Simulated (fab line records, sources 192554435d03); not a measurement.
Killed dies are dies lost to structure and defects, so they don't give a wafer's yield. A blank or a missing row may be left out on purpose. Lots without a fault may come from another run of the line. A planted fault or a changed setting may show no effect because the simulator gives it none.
A struck lot beside a sound one | flow n5_finfet | 23 steps out of a route of 1938
Sound: wafers L802.1, L802.4, L802.5. Struck: wafers L809.1, L809.2, L809.4. The cause comes at the end.
At each step with rows: each side's tool, then ch and its chambers, then its first start. Under that, the readings that differ: sound wafers | struck wafers | difference of the means | sigmas: that difference in standard deviations of wafers without a fault.
alike: readings whose means differ by less than 2 such deviations, and words and numbers that are the same on both sides. not compared: withheld readings, readings that some wafer has no value for, bounds like >300 that may hide the same value, and numbers for which the record gives no deviation and whose values overlap.
The two part at a step that has a row with sigmas, a row that says differs or no value, or rows on one side only. Numbers that don't overlap but have no deviation are shown without sigmas and don't part them. A reading that every wafer of one side lacks parts them only if that side has two wafers or more.

first, 8 steps without rows for these wafers: N5_BEOL_M6_ANNEAL_51 (time 90 s); N5_BEOL_M6_CMP_52 (polishes, stops on SiCOH lowk, t overpolish 6.9 s, target thk 80 nm); N5_BEOL_M6_PRE_CLEAN_55 (time 15 s); N5_BEOL_M6_DEP_56 (deposits SiCN from 3MS/NH3, target thk 10 nm, time 17.5 s); N5_BEOL_M7_ILD_DEP_00 (deposits SiCOH lowk from DEMS/porogen, target thk 179.75 nm, time 33.4 s); N5_BEOL_M7_CURE_74 (cures SiCOH lowk, time 240 s); N5_BEOL_M7_PECVD_70 (deposits SiO2 from TEOS/O2, target thk 20 nm, time 22.7 s); N5_BEOL_M7_HM_DEP_02 (deposits TiN, target thk 20 nm).
N5_BEOL_M7_COAT_59: time 60 s, resist thk 100 nm.
  sound on litho_track-02 ch 0, day 9 16:29; struck on litho_track-02 ch 0, day 11 09:41
  reading                                  | sound                | struck               | difference | sigmas
  spin_speed_rpm (rpm)                     | 1499.1 1500.9 1498.4 | 1253.5 1254.6 1255.0 | -245.1     | -99 or more
  model.SOC_of_BEOL_M7_COAT_59.thk_nm (nm) | 99.6 99.8 100        | 109.2 109.4 109.4    | +9.5       |
then, 9 steps without rows for these wafers: N5_BEOL_M7_COAT_60 (time 60 s, resist thk 35 nm); N5_BEOL_M7_COAT_05 (resist thk 90 nm); N5_BEOL_M7_EBR_07; N5_BEOL_M7_SOFTBAKE_06 (time 60 s); N5_BEOL_M7_EXPOSE_08 (exposes mask M7); N5_BEOL_M7_PEB_09 (peb time 60 s); N5_BEOL_M7_DEVELOP_10 (develop time 30 s); N5_BEOL_M7_DESCUM_16 (chemistry O2, time 7.9 s); N5_BEOL_M7_ETCH_61 (etches SiARC in CF4, target depth 45.5 nm, time 75.8 s).
N5_BEOL_M7_ETCH_62: etches SOC in N2/H2, target depth 110 nm, overetch 22 nm, time 165 s.
  sound on rie_diel-06 ch 0,1,2, day 9 17:05; struck on rie_diel-06 ch 0,1,3, day 11 10:21
  reading                  | sound             | struck            | difference | sigmas
  model.etch.depth_nm (nm) | 99.65 99.83 99.97 | 109.2 109.3 109.4 | +9.5       |
  alike: drypump_motor_current_A, oes_product_au, rf_vpp_V, showerhead_plenum_p_Torr, throttle_valve_pct
  not compared: rf_hours_counter_h
then, 2 steps without rows for these wafers: N5_BEOL_M7_STRIP_68 (strips in N2/H2); N5_BEOL_M7_STRIP_67 (strips in CF4).
N5_BEOL_M7_HM_OPEN_17: chemistry Cl2/BCl3, target TiN, target depth 20 nm, overetch 6 nm.
  sound on rie_metal-03 ch 0, day 9 17:16; struck on rie_metal-02 ch 0,1, day 11 10:32
  reading                                  | sound        | struck          | difference | sigmas
  model.SOC_of_BEOL_M7_COAT_59.thk_nm (nm) | 92 92.2 92.2 | 101.6 101.6 102 | +9.6       |
  alike: drypump_motor_current_A, oes_product_au, throttle_valve_pct
  not compared: rf_hours_counter_h
then, 1 step without rows for these wafers: N5_BEOL_M7_STRIP_19 (strips in O2).

WHERE THEY PART
Only at N5_BEOL_M7_COAT_59, within this record. Later steps at which nothing parts them and some readings are alike: N5_BEOL_M7_ETCH_62, N5_BEOL_M7_HM_OPEN_17.

WHY: what the simulator had put in
Process parameter drift: litho_track-02, from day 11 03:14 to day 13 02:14, at N5_BEOL_M7_COAT_59. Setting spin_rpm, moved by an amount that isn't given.
